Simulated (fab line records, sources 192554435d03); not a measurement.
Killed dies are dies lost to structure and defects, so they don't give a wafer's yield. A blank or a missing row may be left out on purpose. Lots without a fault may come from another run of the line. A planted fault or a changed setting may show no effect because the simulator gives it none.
Which tool did it? | flow n5_finfet | 10 lots, 30 wafers sampled, at 5 steps of a route of 1938

WHAT THE GAUGES READ, wafer by wafer
The record holds no reading of a measuring or inspecting step that can be judged against a usual standard deviation.

WHICH TOOL RAN EACH LOT (tool, then ch and the chambers of the sampled wafers, then the start)
lot  | N5_SDB_HM_OPEN_20                 | N5_MIM_BOT_LITHO_DESCUM_10         | N5_MIM_BOT_ETCH_ETCH_03           | N5_PASSIVATION_AL_ETCH_33         | N5_PASSIVATION_PROBE_49
L428 | rie_diel-04 ch 0,3, day 3 21:59   | rie_diel-01 ch 0,1,2, day 12 21:05 | rie_metal-01 ch 0,1, day 12 21:14 | rie_metal-03 ch 0,1, day 13 00:23 | -
L433 | rie_diel-04 ch 0,2, day 5 06:34   | rie_diel-03 ch 0,1, day 13 21:23   | rie_metal-02 ch 0,1, day 13 21:33 | rie_metal-02 ch 0, day 14 01:46   | -
L435 | rie_diel-04 ch 1,3, day 5 15:31   | rie_diel-01 ch 0,1, day 15 02:13   | rie_metal-03 ch 0,1, day 15 02:22 | rie_metal-01 ch 0, day 15 06:17   | -
L436 | rie_diel-04 ch 0,1,3, day 6 00:29 | rie_diel-03 ch 1,2, day 15 00:19   | rie_metal-01 ch 0, day 15 00:30   | rie_metal-02 ch 0,1, day 15 05:10 | prober-01, day 15 10:13
L439 | rie_diel-01 ch 0,1,2, day 6 18:12 | rie_diel-04 ch 0,3, day 16 01:41   | rie_metal-01 ch 0,1, day 16 01:50 | rie_metal-02 ch 0,1, day 16 06:19 | -
L445 | rie_diel-01 ch 0,1,3, day 8 05:21 | rie_diel-04 ch 0,2,3, day 17 20:26 | rie_metal-02 ch 0,1, day 17 20:35 | rie_metal-03 ch 0,1, day 18 01:42 | -
L444 | rie_diel-03 ch 1,2, day 8 08:08   | rie_diel-04 ch 2,3, day 17 20:02   | rie_metal-03 ch 0,1, day 17 20:11 | rie_metal-01 ch 0,1, day 17 23:12 | -
L447 | rie_diel-03 ch 0,2,3, day 8 17:28 | rie_diel-01 ch 0,2, day 17 22:02   | rie_metal-01 ch 0,1, day 17 22:11 | rie_metal-01 ch 0,1, day 18 02:02 | -
L448 | rie_diel-04 ch 0,1,3, day 9 00:14 | rie_diel-04 ch 0,2, day 18 09:59   | rie_metal-02 ch 0, day 18 10:08   | rie_metal-02 ch 0,1, day 18 19:45 | -
L450 | rie_diel-04 ch 0,1, day 9 13:37   | rie_diel-01 ch 1,3, day 18 20:28   | rie_metal-02 ch 0,1, day 18 20:38 | rie_metal-03 ch 0,1, day 19 00:37 | -
- N5_SDB_HM_OPEN_20: chemistry CH3F/O2, target SiNx, stops on poly-Si, target depth 24 nm.
- N5_MIM_BOT_LITHO_DESCUM_10: chemistry O2, time 7.9 s.
- N5_MIM_BOT_ETCH_ETCH_03: etches the open film in Cl2/BCl3, target depth 12 nm.
- N5_PASSIVATION_AL_ETCH_33: etches Al in Cl2/BCl3, stops on TaN, target depth 2800 nm, time 466.7 s.
- N5_PASSIVATION_PROBE_49

WHAT THE TOOLS THEMSELVES READ (means of the sampled wafers that have a number; where no wafer has one, the mark that the record gives instead)
N5_SDB_HM_OPEN_20. Usual: CH3F_flow_sccm 30.00 sccm, standard deviation 0.084; drypump_motor_current_A 5.8 A, standard deviation 0.35; mfc_ar_sccm 150.0 sccm, standard deviation 0.43; oes_ar_750_au 0.79 a.u., standard deviation 0.075; oes_product_au 0.65 a.u., standard deviation 0.061; rf_vpp_V 298 V, standard deviation 3.2; showerhead_plenum_p_Torr 2.01 Torr, standard deviation 0.077; throttle_valve_pct 16.35 %, standard deviation 0.25.
lot  | tool        | CH3F_flow_sccm (sccm) | drypump_motor_current_A (A) | mfc_ar_sccm (sccm) | oes_ar_750_au (a.u.) | oes_product_au (a.u.) | rf_vpp_V (V) | showerhead_plenum_p_Torr (Torr) | throttle_valve_pct (%) | flag
L428 | rie_diel-04 | 30.01                 | 5.6                         | 150.5              | 0.93                 | 0.77                  | 299          | 2.08                            | 16.21                  |
L433 | rie_diel-04 | 29.97                 | 5.6                         | 149.5              | 0.81                 | 0.65                  | 297          | 2.04                            | 16.46                  |
L435 | rie_diel-04 | 30.03                 | 6.0                         | 150.1              | 0.88                 | 0.73                  | 303          | 2.14                            | 16.28                  |
L436 | rie_diel-04 | 30.03                 | 5.8                         | 150.3              | 0.87                 | 0.72                  | 299          | 2.07                            | 16.18                  |
L439 | rie_diel-01 | 29.91                 | 6.1                         | 150.0              | 0.75                 | 0.63                  | 298          | 1.96                            | 16.21                  |
L445 | rie_diel-01 | 30.04                 | 5.9                         | 150.1              | 0.76                 | 0.63                  | 297          | 1.94                            | 16.28                  |
L444 | rie_diel-03 | 30.08                 | 6.0                         | 149.8              | 0.89                 | 0.73                  | 296          | 2.00                            | 16.15                  |
L447 | rie_diel-03 | 30.03                 | 5.5                         | 150.0              | 0.83                 | 0.67                  | 297          | 1.99                            | 16.44                  |
L448 | rie_diel-04 | 29.95                 | 5.8                         | 149.9              | 0.84                 | 0.69                  | 299          | 2.07                            | 16.23                  |
L450 | rie_diel-04 | 30.07                 | 5.7                         | 149.9              | 0.84                 | 0.68                  | 297          | 2.00                            | 16.10                  |

N5_MIM_BOT_LITHO_DESCUM_10. Usual: drypump_motor_current_A 5.8 A, standard deviation 0.35; oes_product_au 0.79 a.u., standard deviation 0.077; rf_vpp_V 242.8 V, standard deviation 1.4; showerhead_plenum_p_Torr 2.07 Torr, standard deviation 0.076; throttle_valve_pct 20.45 %, standard deviation 0.28.
lot  | tool        | drypump_motor_current_A (A) | oes_product_au (a.u.) | rf_vpp_V (V) | showerhead_plenum_p_Torr (Torr) | throttle_valve_pct (%) | flag
L428 | rie_diel-01 | 6.0                         | 0.80                  | 242.6        | 2.05                            | 20.26                  |
L433 | rie_diel-03 | 5.5                         | 0.86                  | 242.4        | 2.03                            | 20.22                  |
L435 | rie_diel-01 | 6.0                         | 0.84                  | 242.5        | 2.04                            | 20.22                  |
L436 | rie_diel-03 | 5.8                         | 0.76                  | 243.9        | 2.12                            | 20.64                  |
L439 | rie_diel-04 | 5.6                         | 0.78                  | 244.0        | 2.14                            | 20.45                  |
L445 | rie_diel-04 | 5.6                         | 0.84                  | 243.6        | 2.11                            | 20.44                  |
L444 | rie_diel-04 | 5.6                         | 0.92                  | 244.5        | 2.15                            | 20.52                  |
L447 | rie_diel-01 | 6.1                         | 0.84                  | 242.2        | 2.04                            | 20.18                  |
L448 | rie_diel-04 | 5.5                         | 0.84                  | 243.5        | 2.05                            | 20.31                  |
L450 | rie_diel-01 | 5.8                         | 0.75                  | 242.1        | 2.01                            | 20.59                  |

N5_MIM_BOT_ETCH_ETCH_03. Usual: drypump_motor_current_A 5.8 A, standard deviation 0.34; oes_product_au 0.79 a.u., standard deviation 0.091; throttle_valve_pct 27.56 %, standard deviation 0.19.
lot  | tool         | drypump_motor_current_A (A) | oes_product_au (a.u.) | throttle_valve_pct (%) | flag
L428 | rie_metal-01 | 6.2                         | 0.70                  | 27.41                  |
L433 | rie_metal-02 | 5.6                         | 0.83                  | 27.70                  |
L435 | rie_metal-03 | 5.5                         | 0.79                  | 27.52                  |
L436 | rie_metal-01 | 6.1                         | 0.83                  | 27.44                  |
L439 | rie_metal-01 | 6.2                         | 0.91                  | 27.34                  |
L445 | rie_metal-02 | 5.4                         | 0.74                  | 27.80                  |
L444 | rie_metal-03 | 5.5                         | 0.75                  | 27.65                  |
L447 | rie_metal-01 | 6.1                         | 0.86                  | 27.39                  |
L448 | rie_metal-02 | 5.3                         | 0.69                  | 27.89                  |
L450 | rie_metal-02 | 5.4                         | 0.74                  | 27.80                  |

N5_PASSIVATION_AL_ETCH_33. Usual: drypump_motor_current_A 5.7 A, standard deviation 0.32; oes_product_au 0.72 a.u., standard deviation 0.075; throttle_valve_pct 34.37 %, standard deviation 0.14.
lot  | tool         | drypump_motor_current_A (A) | oes_product_au (a.u.) | throttle_valve_pct (%) | flag
L428 | rie_metal-03 | 5.5                         | 0.70                  | 34.39                  |
L433 | rie_metal-02 | 5.3                         | 0.63                  | 34.59                  |
L435 | rie_metal-01 | 6.1                         | 0.76                  | 34.27                  |
L436 | rie_metal-02 | 5.6                         | 0.74                  | 34.43                  |
L439 | rie_metal-02 | 5.4                         | 0.68                  | 34.50                  |
L445 | rie_metal-03 | 5.6                         | 0.71                  | 34.32                  |
L444 | rie_metal-01 | 6.2                         | 0.77                  | 34.30                  |
L447 | rie_metal-01 | 6.2                         | 0.78                  | 34.26                  |
L448 | rie_metal-02 | 5.6                         | 0.72                  | 34.41                  |
L450 | rie_metal-03 | 5.5                         | 0.68                  | 34.42                  |

N5_PASSIVATION_PROBE_49. Usual: defect_limited_yield 91.2 %, standard deviation 1.5; killed_at_M0_to_M3 32, standard deviation 9.6; killed_at_M4_up 13, standard deviation 5.3; killed_at_contacts 13, standard deviation 6.7; killed_at_front_end 42, standard deviation 11; killed_at_other 3.8, standard deviation 2.9; killed_dies 103, standard deviation 17; killed_open 67, standard deviation 13; killed_short 35, standard deviation 7.9; sort_bin_5_function 5.2 %, standard deviation 0.94; sort_bin_6_memory 3.3 %, standard deviation 0.64; sort_n_pass 1077, standard deviation 17; sort_yield_pct 91.2 %, standard deviation 1.5.
lot  | tool      | defect_limited_yield (%) | killed_at_M0_to_M3 | killed_at_M4_up | killed_at_contacts | killed_at_front_end | killed_at_other | killed_dies | killed_open | killed_short | sort_bin_5_function (%) | sort_bin_6_memory (%) | sort_n_pass | sort_yield_pct (%) | flag
L436 | prober-01 | 88.4                     | 28                 | 10              | 7                  | 83                  | 8.3             | 136         | 70          | 32           | 6.9                     | 3.8                   | 1044        | 88.4               | OFF

THE ANSWER, worked out from the rows above alone
Rule: a lot is off if the mean of its wafers that have a number lies more than 3 standard deviations from the usual mean. A lot without any number at a reading at which 4 lots or more have one is off too. The other lots that the step has rows for count as sound. The gauges are gone through in route order, then the tools' own readings, and for those a lot's mean is taken as printed above. The first step at which some lot is off is used, and at that step the reading that is off furthest; a lot without a number counts as furthest.
Off: L436, at N5_PASSIVATION_PROBE_49 (killed_at_front_end). Neither off nor sound, because the step has no rows for them: L428, L433, L435, L439, L445, L444, L447, L448, L450.
A tool fits if, at that step or a process step before it, it ran every lot that is off, and no sound lot after the first of them. Can't be told from this: 5 tools fit, rie_diel-04 at N5_SDB_HM_OPEN_20, rie_diel-03 at N5_MIM_BOT_LITHO_DESCUM_10, rie_metal-01 at N5_MIM_BOT_ETCH_ETCH_03, rie_metal-02 at N5_PASSIVATION_AL_ETCH_33, prober-01 at N5_PASSIVATION_PROBE_49.

WHAT THE SIMULATOR HAD PUT IN
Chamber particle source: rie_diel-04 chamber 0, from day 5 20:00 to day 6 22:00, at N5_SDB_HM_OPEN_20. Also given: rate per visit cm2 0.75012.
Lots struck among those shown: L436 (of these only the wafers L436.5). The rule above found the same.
